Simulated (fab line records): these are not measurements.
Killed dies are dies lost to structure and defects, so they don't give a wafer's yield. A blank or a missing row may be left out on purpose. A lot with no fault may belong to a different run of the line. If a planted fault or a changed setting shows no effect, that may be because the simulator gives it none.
Problem report in the 8D (eight disciplines) form, filled by code | flow n5Finfet | the parts of the form that need people (team, actions taken, sign-off) are left out

1. THE PROBLEM
Wafers without a fault read 75, standard deviation 30; rawDefectCount at N5_BEOL_M10_INSPECT_58 reads a mean of 514 on 6 wafers belonging to 2 lots. Measured from the usual mean, that is +15 standard deviations.
The step: inspects for defects (darkfield).
Earliest sighting: wafer L181.2 on defectInspect-01 at day 13 18:05. The record has a number at this step for 30 wafers belonging to 10 lots. The rule behind "out" and "out of limits": a value lying over 4 standard deviations away from the usual mean. All remaining wafers that have a number are taken as sound.

2. WHAT IT IS, WHAT IT ISN'T
question                    | is                     | is not
which readings at this step | rawDefectCount         | -
which lots                  | L181, L182             | L169, L170, L171, L172, L173, L174, L176, L191
which wafers of those lots  | all that have a number | -
read on which gauges        | defectInspect-01       | defectInspect-02
when                        | from day 13 18:05      | up to then (21 sound wafers); but 3 sound wafers of L191 came after

3. WHAT RULES OUT EACH SUSPECT
Counting: any tool at a process step up to the reading is kept as a suspect provided that every lot that is out went through it and no sound lot did after the first of them.
- ruled out: the gauge at N5_BEOL_M10_INSPECT_58. All the wafers that are out were read on defectInspect-01, but those of them that N5_PASSIVATION_PROBE_49 has rows for are out there too, on other tools.
- pecvd-01 at N5_BEOL_M10_PRE_CLEAN_55 (time 15 s): kept. It ran every lot that is out, first L181 (day 13 17:58), and no sound lot after that; its last sound lot up to then is L173 (day 10 23:50).
Remaining after the count: pecvd-01 at N5_BEOL_M10_PRE_CLEAN_55.

4. THE CAUSE (what the simulator had put in)
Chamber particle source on pecvd-01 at N5_BEOL_M10_PRE_CLEAN_55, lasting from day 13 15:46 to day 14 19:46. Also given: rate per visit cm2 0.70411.
After counting, this tool was the only one left.

5. THE CHAIN OF EFFECTS, in route order
Each row: a reading whose mean over the struck wafers that have a number lies more than 3 standard deviations from the usual. Scope: only readings with a usual standard deviation given in the record; hours: median across lots of the time from each lot's start at the first step in this table that gives one to its start at this step; sigmas: change in usual standard deviations.
hours | step                    | reading             | usual  | on struck wafers | change | sigmas
0     | N5_BEOL_M10_INSPECT_58  | rawDefectCount      | 75     | 514              | +439   | +15
2     | N5_BEOL_M11_INSPECT_13  | rawDefectCount      | 456    | 899              | +443   | +3.7
47    | N5_PASSIVATION_PROBE_49 | defectLimitedYield  | 91.3 % | 84.0             | -7.3   | -4.8
47    | N5_PASSIVATION_PROBE_49 | killed_at_M4_up     | 14     | 103              | +89    | +16
47    | N5_PASSIVATION_PROBE_49 | killedDies          | 103    | 188              | +85    | +4.7
47    | N5_PASSIVATION_PROBE_49 | killedOnRim         | 14     | 28               | +14    | +3.1
47    | N5_PASSIVATION_PROBE_49 | sort_bin_5_function | 5.1 %  | 10.3             | +5.2   | +5.3
47    | N5_PASSIVATION_PROBE_49 | sortNPass           | 1077   | 992              | -86    | -4.8
47    | N5_PASSIVATION_PROBE_49 | sortYieldPct        | 91.2 % | 84.0             | -7.2   | -4.8
It contains these process steps:
- N5_PASSIVATION_PROBE_49

6. WHAT WOULD HAVE CAUGHT IT SOONER
In this record the first reading out of limits at a measuring or inspecting step was taken at day 13 18:05, 2 hours after the fault began at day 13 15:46.
Among the 2 lots that are out, L182 began N5_BEOL_M10_PRE_CLEAN_55 on pecvd-01 after day 13 18:05. Holding the tool at that time would have saved it.
